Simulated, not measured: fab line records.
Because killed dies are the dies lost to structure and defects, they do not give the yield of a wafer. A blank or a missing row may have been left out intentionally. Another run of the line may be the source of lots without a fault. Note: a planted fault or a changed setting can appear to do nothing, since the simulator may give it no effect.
fab line records	flow n5_finfet
record: lots: 9	wafers: 27	last_day: 18
route steps=1938 shown SDB@359 DUMMY_REMOVAL@378 HKMG_FIN@389 BEOL_M4@1111 PASSIVATION@1936
lots that met no fault: from a run of the same line without faults
start_h: start of the lot's first displayed wafer, in hours after the record's first day	wait_h: hours since the lot's step before	" repeats the value in the row above	L1.1+2: several wafers, shown together as one row	- either no value or no given start	* or withheld: withheld	< > ~ a bound
route shown NAME@n: a module of which the file shows steps, and the number in the route of the first	usual: average and standard deviation across the fault-free wafers	same: alike in all rows	chamber/n: place in a boat	sites: each site's reading	_std_site: their standard deviation	_edge_site: the outer-site mean with the inner-site mean subtracted	radius_mm: how far each site lies from the wafer's centre	mask NAME#n: copy n	behind: the tool/chamber that last shaped the wafer	hold: cause of the lot's hold/its duration in hours/its outcome	device: transistor that didn't switch, given as n, p or np	end of line: the route-end tests of the same wafers	a step with no rows: only its recipe	killed: at the first sort, the dies lost to defects and structure; wafer yield is something else	map: a wafer's dies, x killed, . not, _ none there
set.NAME: the setting the step ran with; set.NAME@STEP: the setting that earlier step ran with	model.NAME: the simulator's own value behind a step, which no gauge read
route steps across a sampled set of lots; one table per step, one row per wafer
services: from which hour (start_h, from the record's first day; less than 0 if before it) a tool's chamber was out of use, for how many hours, and why
== steps ==
step: N5_SDB_DESCUM_16
recipe: chemistry: O2	time_s: 7.9	source_power_w: 50	bias_power_w: 20	pressure_mtorr: 20	rf_frequency_hz: 2.712e+07	temp_c: 40	resist: CAR-ArF	o2_flow_sccm: 225
usual: drypump_motor_current_A: 5.4/0.39	oes_product_au: 0.80/0.094	rf_vpp_V: 243.2/1.5	showerhead_plenum_p_Torr: 2.09/0.084	throttle_valve_pct: 20.33/0.14
lot.wafer	tool	chamber	start_h	wait_h	drypump_motor_current_A	oes_product_au	rf_hours_counter_h	rf_vpp_V	showerhead_plenum_p_Torr	throttle_valve_pct
L232.1	rie_diel-02	0	119.18	0.0	5.6	0.73	181	242.0	1.99	20.38
L232.4	"	1	"	"	5.0	0.92	14	243.6	2.16	20.22
L232.5	"	1	"	"	4.9	0.92	-	243.8	2.16	20.21
L233.1	rie_diel-02	2	127.83	0.0	5.9	0.73	181	245.4	2.16	20.42
L233.2	"	3	"	"	5.4	0.95	20	243.0	2.13	20.22
L233.5	"	1	"	"	5.0	0.92	-	244.0	2.15	20.22
L234.1	rie_diel-05	1	136.16	0.0	5.5	0.75	175	242.6	1.98	20.36
L234.5	"	3	"	"	5.7	0.97	-	247.2	2.21	20.14
L234.6	"	0	"	"	5.0	0.81	-	243.3	2.12	20.00
L236.1	rie_diel-05	2	143.46	0.0	5.9	0.72	184	244.1	2.18	20.40
L236.2	"	0	"	"	5.0	0.81	68	245.3	2.12	20.00
L236.4	"	1	"	"	5.5	0.75	178	242.0	1.98	20.37
L237.1	rie_diel-05	0	147.98	0.0	5.0	0.80	70	243.8	2.12	20.00
L237.2	"	2	"	"	5.9	0.72	185	244.7	2.18	20.40
L237.6	"	2	"	"	5.9	0.72	-	244.9	2.18	20.41
L238.2	rie_diel-02	1	151.73	0.0	5.0	0.89	24	243.8	2.15	20.23
L238.5	"	3	"	"	5.4	0.93	-	243.5	2.13	20.25
L238.6	"	2	"	"	5.9	0.73	-	243.9	2.15	20.43
L244.4	rie_diel-02	2	186.48	0.0	5.9	0.71	200	244.5	2.15	20.45
L244.5	"	1	"	"	4.9	0.87	-	244.5	2.15	20.25
L244.6	"	2	"	"	5.9	0.71	-	243.2	2.15	20.45
L246.1	rie_diel-05	1	195.33	0.0	5.5	0.74	197	242.3	1.97	20.38
L246.2	"	2	"	"	5.9	0.70	201	244.8	2.18	20.41
L246.4	"	3	"	"	5.7	0.89	21	244.2	2.21	20.15
L247.4	rie_diel-02	1	203.97	0.0	5.0	0.85	40	241.5	2.15	20.26
L247.5	"	3	"	"	5.4	0.88	-	244.0	2.12	20.28
L247.6	"	0	"	"	5.7	0.70	-	241.9	1.98	20.42
step: N5_SDB_STRIP_22
recipe: chemistry: N2/H2	power_w: 1000	temp_c: 250	h2_frac: 0.65	overash_fraction: 0.3	pressure_mtorr: withheld	n2_flow_sccm: 1750	h2_flow_sccm: 3250
usual: drypump_motor_current_A: 5.72/0.27	h2_flow_sccm: 3250/8.6	heater_power_w: 347/30	oes_product_au: 0.716/0.0048	strip_time_to_endpoint_s: 96.6/0.39
lot.wafer	tool	chamber	start_h	wait_h	drypump_motor_current_A	h2_flow_sccm	heater_power_w	oes_product_au	rf_hours_counter_h	strip_time_to_endpoint_s
L232.1	plasma_asher-01	0	119.49	0.1	5.91	3244	374	0.719	95	96.5
L232.4	"	1	"	"	5.28	3248	382	0.710	-	96.5
L232.5	"	1	"	"	5.26	3257	380	0.719	-	96.2
L233.1	plasma_asher-01	1	128.14	0.1	5.28	3255	391	0.713	98	96.2
L233.2	"	0	"	"	5.90	3251	359	0.714	98	96.6
L233.5	"	0	"	"	5.91	3242	364	0.715	-	96.1
L234.1	plasma_asher-02	0	136.47	0.1	5.80	3256	327	0.716	49	96.6
L234.5	"	1	"	"	5.91	3247	315	0.716	-	96.9
L234.6	"	0	"	"	5.82	3259	322	0.719	-	96.8
L236.1	plasma_asher-02	1	143.77	0.1	5.92	3243	312	0.718	50	97.1
L236.2	"	0	"	"	5.82	3258	322	0.721	50	97.1
L236.4	"	1	"	"	5.95	3244	317	0.715	-	97.2
L237.1	plasma_asher-02	0	148.29	0.1	5.80	3256	326	0.719	51	96.6
L237.2	"	1	"	"	5.89	3249	319	0.718	51	97.1
L237.6	"	0	"	"	5.82	3251	316	0.709	-	96.8
L238.2	plasma_asher-02	0	152.04	0.1	5.82	3246	318	0.719	52	95.9
L238.5	"	0	"	"	5.84	3255	318	0.714	-	95.8
L238.6	"	1	"	"	5.91	3260	316	0.717	-	96.1
L244.4	plasma_asher-01	1	186.83	0.1	5.27	3249	394	0.718	-	96.7
L244.5	"	1	"	"	5.26	3247	388	0.718	-	96.8
L244.6	"	0	"	"	5.93	3250	361	0.715	-	97.2
L246.1	plasma_asher-02	0	195.64	0.1	5.80	3261	323	0.712	62	96.1
L246.2	"	1	"	"	5.92	3257	311	0.715	62	96.3
L246.4	"	1	"	"	5.93	3260	310	0.721	-	96.4
L247.4	plasma_asher-02	0	204.32	0.1	5.85	3246	318	0.722	-	96.3
L247.5	"	1	"	"	5.92	3246	326	0.715	-	96.3
L247.6	"	0	"	"	5.81	3246	316	0.713	-	96.2
step: N5_DUMMY_REMOVAL_STRIP_10
recipe: chemistry: N2/H2	time_s: 40	power_w: 100	temp_c: 40	pressure_mtorr: 100	rf_frequency_hz: 6e+07	bias_power_w: 3	n2_flow_sccm: 300	h2_flow_sccm: 300
usual: drypump_motor_current_A: 5.6/0.36	h2_flow_sccm: 300.0/0.89	oes_product_au: 0.80/0.083	rf_vpp_V: 45.4/0.86	showerhead_plenum_p_Torr: 3.40/0.12	throttle_valve_pct: 12.1/0.35
lot.wafer	tool	chamber	start_h	wait_h	drypump_motor_current_A	h2_flow_sccm	oes_product_au	rf_hours_counter_h	rf_vpp_V	showerhead_plenum_p_Torr	throttle_valve_pct
L232.1	rie_diel-01	1	123.39	0.0	5.8	298.0	0.72	178	45.4	3.36	12.1
L232.4	"	2	"	"	6.1	299.8	0.72	201	46.1	3.21	12.3
L232.5	"	1	"	"	5.8	297.6	0.72	-	44.4	3.36	12.1
L233.1	rie_diel-03	2	131.76	0.0	5.2	298.0	0.77	151	44.0	3.26	12.0
L233.2	"	3	"	"	5.9	299.1	0.70	225	46.8	3.51	12.9
L233.5	"	1	"	"	6.0	300.0	0.81	-	47.0	3.56	11.7
L234.1	rie_diel-03	3	140.40	0.0	5.9	299.9	0.70	227	44.5	3.51	12.9
L234.5	"	2	"	"	5.2	300.2	0.76	-	45.5	3.26	11.9
L234.6	"	3	"	"	5.9	299.6	0.70	-	44.8	3.51	12.9
L236.1	rie_diel-01	1	147.58	0.0	5.9	300.8	0.71	185	44.3	3.36	12.1
L236.2	"	3	"	"	6.2	300.9	0.91	38	45.9	3.30	11.9
L236.4	"	0	"	"	5.2	300.4	0.72	166	45.0	3.51	12.4
L237.1	rie_diel-06	2	151.90	0.0	5.2	298.5	0.72	200	45.1	3.36	12.6
L237.2	"	1	"	"	5.9	300.3	0.88	34	46.2	3.42	11.6
L237.6	"	1	"	"	5.9	300.0	0.88	-	45.2	3.42	11.6
L238.2	rie_diel-01	3	155.95	0.0	6.2	299.0	0.90	40	45.8	3.30	11.9
L238.5	"	1	"	"	5.8	300.3	0.71	-	45.9	3.35	12.1
L238.6	"	0	"	"	5.2	301.7	0.73	-	44.8	3.51	12.4
L244.4	rie_diel-06	3	190.85	0.0	5.3	299.2	0.83	66	45.5	3.54	12.1
L244.5	"	2	"	"	5.2	300.2	0.71	-	45.3	3.35	12.6
L244.6	"	3	"	"	5.3	301.1	0.84	-	44.9	3.54	12.1
L246.1	rie_diel-01	2	199.24	0.0	6.1	299.9	0.69	224	44.6	3.20	12.4
L246.2	"	0	"	"	5.2	300.5	0.71	180	44.9	3.50	12.4
L246.4	"	1	"	"	5.9	298.6	0.71	199	45.9	3.35	12.1
L247.4	rie_diel-06	0	208.02	0.0	5.8	300.4	0.90	-	45.3	3.28	12.0
L247.5	"	3	"	"	5.3	299.6	0.83	-	45.2	3.54	12.1
L247.6	"	2	"	"	5.3	299.9	0.70	-	46.0	3.35	12.6
step: N5_HKMG_FIN_ALD_75
recipe: material: Al2O3	target_thk_a: 10	temp_c: 150	ald_precursor_family: TMA	ald_co_reactant: H2O	pulse_time_s: withheld	co_reactant_pulse_time_s: 1
usual: heater_power_outer_w: 81/9.7	heater_power_w: 158/21	precursor_pulse_height_rel: 1.002/0.023
lot.wafer	tool	chamber	start_h	wait_h	heater_power_outer_w	heater_power_w	precursor_pulse_height_rel
L232.1	ald_hk-01	3	124.52	0.0	95	182	1.017
L232.4	"	2	"	"	74	150	1.018
L232.5	"	0	"	"	71	128	0.996
L233.1	ald_hk-03	1	132.80	0.0	71	148	1.011
L233.2	"	3	"	"	94	199	0.991
L233.5	"	1	"	"	70	146	1.035
L234.1	ald_hk-03	2	141.72	0.0	74	144	0.996
L234.5	"	0	"	"	90	172	0.998
L234.6	"	1	"	"	71	150	1.058
L236.1	ald_hk-01	0	148.78	0.0	-	-	-
L236.2	"	3	"	"	-	-	-
L236.4	"	2	"	"	-	-	-
L237.1	ald_hk-03	1	153.08	0.0	-	-	-
L237.2	"	0	"	"	-	-	-
L237.6	"	2	"	"	-	-	-
L238.2	ald_hk-02	1	157.13	0.0	-	-	-
L238.5	"	0	"	"	-	-	-
L238.6	"	3	"	"	-	-	-
L244.4	ald_hk-03	1	191.94	0.1	70	144	0.997
L244.5	"	3	"	"	93	194	0.988
L244.6	"	0	"	"	91	175	0.985
L246.1	ald_hk-01	2	200.24	0.0	75	151	0.974
L246.2	"	1	"	"	72	147	0.969
L246.4	"	3	"	"	98	182	1.002
L247.4	ald_hk-03	1	209.06	0.1	71	146	1.026
L247.5	"	1	"	"	71	148	1.009
L247.6	"	0	"	"	89	175	1.009
step: N5_BEOL_M4_RC_MEAS_101
usual: DIBL_N: 36.9/1.7	DIBL_P: 36.7/2.1	IOFF_N: 0.17/0.032	IOFF_P: 0.22/0.036	IOFF_P_85C: 3.8/0.52	IOFF_P_LIN: 0.102/0.013	IOFF_P_LONG: 0.000106/1.1e-05	ION_N: 674/12	ION_P: 461/7	SS_N: 71.7/0.6	SS_P: 73.4/0.67	VT_N: 249/3.1	VT_N_LVT: 98/3.1	VT_P: -250/3.2	VT_P_LONG: -275/3.4
lot.wafer	tool	chamber	start_h	wait_h	DIBL_N[mV/V]	DIBL_P[mV/V]	IOFF_N[nA/um]	IOFF_P[nA/um]	IOFF_P_85C[nA/um]	IOFF_P_LIN[nA/um]	IOFF_P_LONG[nA/um]	ION_N[uA/um]	ION_P[uA/um]	SS_N[mV/dec]	SS_P[mV/dec]	VT_N[mV]	VT_N_LVT[mV]	VT_P[mV]	VT_P_LONG[mV]
L232.1	prober-01	0	212.24	0.0	37.3	36.5	0.18	0.22	3.7	0.102	0.000109	679	461	71.7	73.2	246	94	-251	-278
L232.4	"	0	"	"	37.0	36.0	0.16	0.20	3.5	0.096	0.000108	680	460	71.1	72.8	250	97	-249	-275
L232.5	"	0	"	"	39.7	37.1	0.23	0.23	3.9	0.103	0.000105	675	452	72.8	73.7	244	94	-251	-276
L233.1	prober-01	0	221.92	0.0	34.8	34.7	0.15	0.20	3.6	0.099	0.000107	662	461	71.6	72.5	251	99	-249	-273
L233.2	"	0	"	"	34.6	34.8	0.13	0.21	3.6	0.099	0.000113	657	454	70.7	71.8	253	102	-252	-277
L233.5	"	0	"	"	35.2	35.8	0.15	0.23	3.9	0.106	0.000108	673	464	71.5	72.8	251	99	-249	-277
L236.1	prober-01	0	240.87	0.0	37.7	38.4	0.19	54.53	390.1	24.644	0.021776	688	674	72.3	73.5	248	248	-94	-121
L236.2	"	0	"	"	34.9	36.7	0.14	44.98	330.0	21.152	0.021758	677	662	70.8	73.6	253	254	-97	-123
L236.4	"	0	"	"	36.2	37.5	0.16	48.87	353.5	22.742	0.020814	677	656	72.2	72.3	248	250	-95	-122
L234.1	prober-01	0	248.61	0.0	38.3	37.3	0.18	0.23	4.0	0.104	0.000104	684	461	72.0	73.8	250	96	-252	-275
L234.5	"	0	"	"	40.4	39.3	0.24	0.27	4.6	0.116	0.000101	692	472	72.4	74.3	246	93	-249	-278
L234.6	"	0	"	"	38.5	36.5	0.20	0.22	3.9	0.100	9.7e-05	680	458	72.6	74.3	248	95	-250	-275
L237.1	prober-02	0	249.66	0.0	34.9	35.1	0.13	34.50	260.9	16.672	0.018031	673	652	70.6	73.0	251	252	-104	-127
L237.2	"	0	"	"	35.7	34.9	0.14	34.02	258.1	16.445	0.017849	672	648	71.3	73.2	253	252	-104	-128
L237.6	"	0	"	"	36.9	37.1	0.17	39.82	292.5	18.302	0.018014	686	657	71.6	74.1	250	247	-101	-127
L238.2	prober-01	0	249.86	0.2	38.3	38.9	0.21	57.70	395.0	23.987	0.019078	691	667	71.7	74.6	247	246	-95	-128
L238.5	"	0	"	"	38.2	39.0	0.21	57.39	395.1	24.411	0.019187	691	672	71.4	74.2	246	246	-95	-126
L238.6	"	0	"	"	35.9	36.5	0.16	46.91	334.1	21.019	0.019517	681	666	71.6	72.9	251	249	-97	-124
L244.4	prober-01	0	289.45	0.5	35.4	37.3	0.16	0.21	3.6	0.101	0.0001	681	464	71.1	73.6	248	99	-250	-274
L244.5	"	0	"	"	37.0	37.7	0.17	0.22	3.8	0.106	0.000109	682	465	70.8	73.7	248	99	-249	-278
L244.6	"	0	"	"	35.2	37.1	0.15	0.21	3.6	0.100	9.9e-05	682	461	71.0	73.0	250	100	-249	-277
L246.1	prober-02	0	295.20	0.0	37.5	38.7	0.20	0.28	4.6	0.128	0.000132	681	473	72.4	74.4	244	95	-247	-268
L246.2	"	0	"	"	38.9	40.3	0.23	0.30	4.9	0.134	0.000126	696	471	72.0	74.2	245	95	-243	-272
L246.4	"	0	"	"	35.0	35.1	0.14	0.22	3.7	0.107	0.000127	660	468	71.2	73.2	251	100	-249	-274
L247.4	prober-01	0	312.33	0.5	39.1	38.5	0.18	0.23	4.1	0.107	0.000106	663	460	71.9	74.1	251	98	-249	-277
L247.5	"	0	"	"	37.7	37.1	0.16	0.22	3.9	0.104	0.000107	659	458	72.1	73.7	252	98	-248	-276
L247.6	"	0	"	"	39.5	39.5	0.19	0.26	4.6	0.120	0.0001	681	467	72.8	73.8	251	97	-247	-272
step: N5_PASSIVATION_PROBE_49
usual: defect_limited_yield: 91.7/1.5	killed_at_M0_to_M3: 32/9.6	killed_at_M4_up: 13/5.3	killed_at_contacts: 12/6.8	killed_at_front_end: 36/9.8	killed_at_other: 4/3.1	killed_dies: 98/17	killed_open: 65/13	killed_short: 32/8.5	sort_bin_4_leakage: 0.00/0.007	sort_bin_5_function: 4.9/0.93	sort_bin_6_memory: 3.2/0.67	sort_bin_8_speed: 0.00/0.02	sort_n_pass: 1082/17
same: gross_dies: 1180	killed_at_back_side: 0
lot.wafer	tool	chamber	start_h	wait_h	defect_limited_yield[%]	killed_at_M0_to_M3	killed_at_M4_up	killed_at_contacts	killed_at_front_end	killed_at_other	killed_dies	killed_open	killed_short	sort_bin_4_leakage[%]	sort_bin_5_function[%]	sort_bin_6_memory[%]	sort_bin_8_speed[%]	sort_n_pass
L232.1	prober-02	-	309.88	0.0	91.3	23	24	20	34	2	103	81	22	0	5.2	3.3	0	1077
L232.4	prober-02	-	310.03	0.2	90.3	28	23	30	32	2	115	76	36	0	5.5	4.0	0	1065
L232.5	prober-02	-	310.08	0.2	89.2	31	25	31	35	5	127	70	56	0	6.2	4.1	0	1053
L233.1	prober-01	-	318.32	0.0	89.1	39	11	11	65	3	129	88	41	0	6.4	4.0	0	1051
L233.2	prober-01	-	318.37	0.1	90.6	38	12	17	41	3	111	79	30	0	5.4	3.5	0	1069
L233.5	prober-01	-	318.52	0.2	93.1	35	6	8	30	2	81	62	18	0	4.4	2.4	0	1099
L238.2	prober-01	-	346.18	0.1	91.6	30	18	8	37	6	99	63	33	91.61	5.3	2.8	0	0
L238.5	prober-01	-	346.33	0.2	93.0	22	19	5	34	3	83	53	30	92.97	3.6	2.9	0	0
L238.6	prober-01	-	346.38	0.3	92.5	25	10	11	34	8	88	52	35	92.54	4.3	2.9	0	0
L237.1	prober-02	-	351.38	0.0	90.2	38	29	14	35	0	116	76	33	90.17	6.1	2.9	0	0
L237.2	prober-02	-	351.43	0.1	92.2	27	21	3	40	1	92	62	28	92.20	4.7	2.9	0	0
L237.6	prober-02	-	351.63	0.3	94.3	24	15	1	22	5	67	48	17	94.32	3.6	2.0	0	0
L234.1	prober-02	-	359.15	0.0	92.2	36	6	6	38	6	92	52	38	0	3.7	3.6	0	1088
L234.5	prober-02	-	359.35	0.2	91.8	32	16	14	33	2	97	58	39	0	4.8	3.1	0	1083
L234.6	prober-02	-	359.40	0.3	90.7	31	17	15	40	7	110	68	36	0	5.3	3.3	0	1070
L236.1	prober-02	-	361.30	1.2	90.7	39	13	11	44	3	110	75	32	90.68	5.8	3.4	0.08	0
L236.2	prober-02	-	361.35	1.3	92.4	26	8	9	45	2	90	60	30	92.37	4.2	3.3	0	0
L236.4	prober-02	-	361.45	1.4	91.4	27	7	21	45	2	102	68	34	91.36	5.3	3.2	0	0
L246.1	prober-02	-	395.78	0.0	90.9	40	16	12	31	8	107	73	34	0	5.2	3.6	0	1073
L246.2	prober-02	-	395.83	0.1	89.1	45	15	14	46	9	129	84	45	0	6.9	3.6	0	1051
L246.4	prober-02	-	395.93	0.2	88.1	40	19	19	52	10	140	85	55	0	7.3	4.1	0	1040
killed by level:class
L232.1 MOL_CONTACT_COAG:geometric_particle:open=16 STI_FIN_REVEAL:geometric_particle:open=12 BEOL_M4:geometric_particle:open=9 FIN_SAQP:geometric_particle:short=6 BEOL_M0_SAQP:geometric_particle:open=6 DUMMY_GATE:geometric_particle:open=5 BEOL_M0:geometric_particle:open=5 BEOL_M3:geometric_particle:open=5
L232.4 MOL_CONTACT_COAG:geometric_particle:open=25 BEOL_M4:geometric_particle:open=13 FIN_SAQP:geometric_particle:short=7 BEOL_M0_SAQP:geometric_particle:short=7 BEOL_M3:geometric_particle:open=6 STI_FIN_REVEAL:geometric_particle:open=5 MOL_CONTACT_COAG:geometric_particle:short=5 BEOL_M0_SAQP:geometric_particle:open=4
L232.5 MOL_CONTACT_COAG:geometric_particle:open=26 FIN_SAQP:geometric_particle:short=12 BEOL_M4:geometric_particle:short=10 BEOL_M0_SAQP:geometric_particle:short=10 BEOL_M4:geometric_particle:open=9 BEOL_M0_SAQP:geometric_particle:open=7 FIN_SAQP:geometric_particle:open=5 MOL_CONTACT_COAG:geometric_particle:short=5
L233.1 FIN_SAQP:geometric_particle:open=30 FIN_SAQP:geometric_particle:short=21 BEOL_M1:geometric_particle:open=13 MOL_CONTACT_COAG:geometric_particle:open=10 BEOL_M0_SAQP:geometric_particle:open=10 BEOL_M2:geometric_particle:open=9 DUMMY_GATE:geometric_particle:short=4 BEOL_M8:geometric_particle:open=4
L233.2 MOL_CONTACT_COAG:geometric_particle:open=15 BEOL_M3:geometric_particle:open=15 FIN_SAQP:geometric_particle:open=13 STI_FIN_REVEAL:geometric_particle:open=8 FIN_SAQP:geometric_particle:short=7 BEOL_M2:geometric_particle:open=7 BEOL_M0_SAQP:geometric_particle:open=6 BEOL_M1:geometric_particle:open=4
L233.5 BEOL_M1:geometric_particle:open=12 FIN_SAQP:geometric_particle:open=9 MOL_CONTACT_COAG:geometric_particle:open=8 BEOL_M2:geometric_particle:open=7 STI_FIN_REVEAL:geometric_particle:open=6 BEOL_M0_SAQP:geometric_particle:short=5 BEOL_M3:geometric_particle:open=5 GATE_CUT:geometric_particle:short=4
L238.2 STI_FIN_REVEAL:geometric_particle:open=18 BEOL_M0_SAQP:geometric_particle:short=12 FIN_SAQP:geometric_particle:short=8 MOL_CONTACT_COAG:geometric_particle:open=6 BEOL_M0_SAQP:geometric_particle:open=5 BEOL_M2:geometric_particle:open=5 FIN_SAQP:geometric_particle:open=4 BEOL_M3:geometric_particle:open=4
L238.5 STI_FIN_REVEAL:geometric_particle:open=10 BEOL_M4:geometric_particle:open=8 FIN_SAQP:geometric_particle:short=6 BEOL_M1:geometric_particle:open=6 BEOL_M2:geometric_particle:open=6 MOL_CONTACT_COAG:geometric_particle:open=5 FIN_SAQP:geometric_particle:open=4 BEOL_M0_SAQP:geometric_particle:short=4
L238.6 MOL_CONTACT_COAG:geometric_particle:open=8 FIN_SAQP:geometric_particle:open=7 BEOL_M0_SAQP:geometric_particle:open=7 BEOL_M1:geometric_particle:short=6 FIN_SAQP:geometric_particle:short=5 STI_FIN_REVEAL:geometric_particle:open=5 BEOL_M0_SAQP:geometric_particle:short=5 STARTING-WAFER:geometric_particle:open=4
L237.1 BEOL_M4:geometric_particle:open=16 MOL_CONTACT_COAG:geometric_particle:open=12 BEOL_M3:geometric_particle:open=10 FIN_SAQP:geometric_particle:open=7 BEOL_M0_SAQP:geometric_particle:short=6 BEOL_M1:geometric_particle:open=5 BEOL_M2:geometric_particle:open=5 HKMG_FIN:area_etch=5
L237.2 FIN_SAQP:geometric_particle:short=11 BEOL_M3:geometric_particle:open=10 FIN_SAQP:geometric_particle:open=8 DUMMY_GATE:geometric_particle:open=7 BEOL_M0_SAQP:geometric_particle:short=6 BEOL_M7:geometric_particle:open=5 BEOL_M1:geometric_particle:open=5 BEOL_M4:geometric_particle:open=4
L237.6 BEOL_M3:geometric_particle:open=6 BEOL_M0_SAQP:geometric_particle:open=5 FIN_SAQP:geometric_particle:open=4 GATE_CUT:geometric_particle:short=4 BEOL_M0:geometric_particle:open=4 BEOL_M2:geometric_particle:open=4 BEOL_M4:geometric_particle:open=4 FIN_SAQP:geometric_particle:short=3
L234.1 BEOL_M0_SAQP:geometric_particle:open=13 FIN_SAQP:geometric_particle:short=9 BEOL_M0_SAQP:geometric_particle:short=9 FIN_SAQP:geometric_particle:open=7 STI_FIN_REVEAL:geometric_particle:open=7 GATE_CUT:geometric_particle:short=7 MOL_CONTACT_COAG:geometric_particle:open=6 BEOL_M0:geometric_particle:open=4
L234.5 MOL_CONTACT_COAG:geometric_particle:open=10 BEOL_M0_SAQP:geometric_particle:short=7 BEOL_M4:geometric_particle:open=7 FIN_SAQP:geometric_particle:short=6 BEOL_M0:geometric_particle:open=6 GATE_CUT:geometric_particle:open=6 FIN_SAQP:geometric_particle:open=5 BEOL_M0_SAQP:geometric_particle:open=5
L234.6 MOL_CONTACT_COAG:geometric_particle:open=13 BEOL_M2:geometric_particle:open=10 BEOL_M4:geometric_particle:open=10 GATE_CUT:geometric_particle:short=8 GATE_CUT:geometric_particle:open=7 HKMG_FIN:area_etch=6 BEOL_M0:geometric_particle:open=5 BEOL_M0_SAQP:geometric_particle:short=4
L236.1 STI_FIN_REVEAL:geometric_particle:open=11 MOL_CONTACT_COAG:geometric_particle:open=11 BEOL_M0_SAQP:geometric_particle:open=8 BEOL_M1:geometric_particle:open=8 FIN_SAQP:geometric_particle:open=7 FIN_SAQP:geometric_particle:short=6 BEOL_M2:geometric_particle:open=6 BEOL_M4:geometric_particle:open=5
L236.2 STI_FIN_REVEAL:geometric_particle:open=12 FIN_SAQP:geometric_particle:open=9 FIN_SAQP:geometric_particle:short=8 BEOL_M0_SAQP:geometric_particle:open=8 MOL_CONTACT_COAG:geometric_particle:open=7 BEOL_M0_SAQP:geometric_particle:short=7 BEOL_M3:geometric_particle:open=5 GATE_CUT:geometric_particle:short=4
L236.4 MOL_CONTACT_COAG:geometric_particle:open=19 STI_FIN_REVEAL:geometric_particle:open=17 BEOL_M0_SAQP:geometric_particle:short=7 BEOL_M1:geometric_particle:open=6 GATE_CUT:geometric_particle:short=5 FIN_SAQP:geometric_particle:short=4 GATE_CUT:geometric_particle:open=4 FIN_SAQP:geometric_particle:open=3
L246.1 BEOL_M0_SAQP:geometric_particle:short=12 MOL_CONTACT_COAG:geometric_particle:open=11 BEOL_M0_SAQP:geometric_particle:open=10 FIN_SAQP:geometric_particle:open=7 BEOL_M3:geometric_particle:open=5 BEOL_M4:geometric_particle:open=5 STI_FIN_REVEAL:geometric_particle:open=4 STARTING-WAFER:geometric_particle:open=4
L246.2 MOL_CONTACT_COAG:geometric_particle:open=13 FIN_SAQP:geometric_particle:short=12 BEOL_M0_SAQP:geometric_particle:open=11 BEOL_M3:geometric_particle:open=10 FIN_SAQP:geometric_particle:open=8 BEOL_M0_SAQP:geometric_particle:short=8 BEOL_M1:geometric_particle:open=5 BEOL_M2:geometric_particle:open=5
L246.4 FIN_SAQP:geometric_particle:open=16 MOL_CONTACT_COAG:geometric_particle:open=16 FIN_SAQP:geometric_particle:short=14 BEOL_M0_SAQP:geometric_particle:short=11 BEOL_M3:geometric_particle:open=10 BEOL_M0_SAQP:geometric_particle:open=9 BEOL_M4:geometric_particle:open=6 BEOL_M4:geometric_particle:short=5
== services ==
tool	chamber	start_h	hours	kind
rie_diel-06	3	95.68	2.3	repair
rie_diel-06	1	108.93	13.4	repair
rie_diel-02	-	110.97	2.8	pm
rie_diel-05	0	113.45	3.9	repair
rie_diel-05	-	116.55	0.5	repair
rie_diel-05	3	117.37	-	clean
rie_diel-05	3	117.37	-	consumable_replace:focus_ring
rie_diel-05	3	117.37	-	consumable_replace:showerhead
rie_diel-05	3	117.37	14.9	scheduled_down
rie_diel-05	3	117.37	14.9	vent_cycle
plasma_asher-01	-	152.33	4.6	repair
ald_hk-02	-	159.75	0.7	repair
rie_diel-02	1	169.13	2.1	repair
rie_diel-06	0	191.26	3.2	repair
rie_diel-03	0	195.40	6.6	repair
rie_diel-06	1	206.40	12.2	repair
== key ==
first_sign: step: N5_HKMG_FIN_ALD_75	reading: tool_record	direction: missing
effect: step: N5_BEOL_M4_RC_MEAS_101	reading: IOFF_P_LONG	direction: up	sigmas: 99+	usual: 0.000106	struck: 0.019558
effect: step: N5_BEOL_M4_RC_MEAS_101	reading: IOFF_P_LIN	direction: up	sigmas: 99+	usual: 0.102	struck: 21.042
effect: step: N5_BEOL_M4_RC_MEAS_101	reading: IOFF_P	direction: up	sigmas: 99+	usual: 0.22	struck: 46.52
effect: step: N5_BEOL_M4_RC_MEAS_101	reading: IOFF_P_85C	direction: up	sigmas: 99+	usual: 3.8	struck: 334.4
effect: step: N5_BEOL_M4_RC_MEAS_101	reading: VT_N_LVT	direction: up	sigmas: 49	usual: 98	struck: 249
effect: step: N5_BEOL_M4_RC_MEAS_101	reading: VT_P	direction: up	sigmas: 48	usual: -250	struck: -98
effect: step: N5_BEOL_M4_RC_MEAS_101	reading: VT_P_LONG	direction: up	sigmas: 45	usual: -275	struck: -125
effect: step: N5_BEOL_M4_RC_MEAS_101	reading: ION_P	direction: up	sigmas: 29	usual: 461	struck: 662
effect: step: N5_PASSIVATION_PROBE_49	reading: sort_bin_4_leakage	direction: up	sigmas: 99+	usual: 0.00	struck: 92.02
met_at N5_HKMG_FIN_ALD_75
struck_lots L236,L237,L238
not_acting_at N5_SDB_DESCUM_16,N5_SDB_STRIP_22,N5_DUMMY_REMOVAL_STRIP_10
onset_between 141.72 148.78
fault: kind: skipped_step_whole	tool: ald_hk-01,ald_hk-02,ald_hk-03	chamber: -	onset_h: 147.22	steps: N5_HKMG_FIN_ALD_75	scope: struck_lots_only
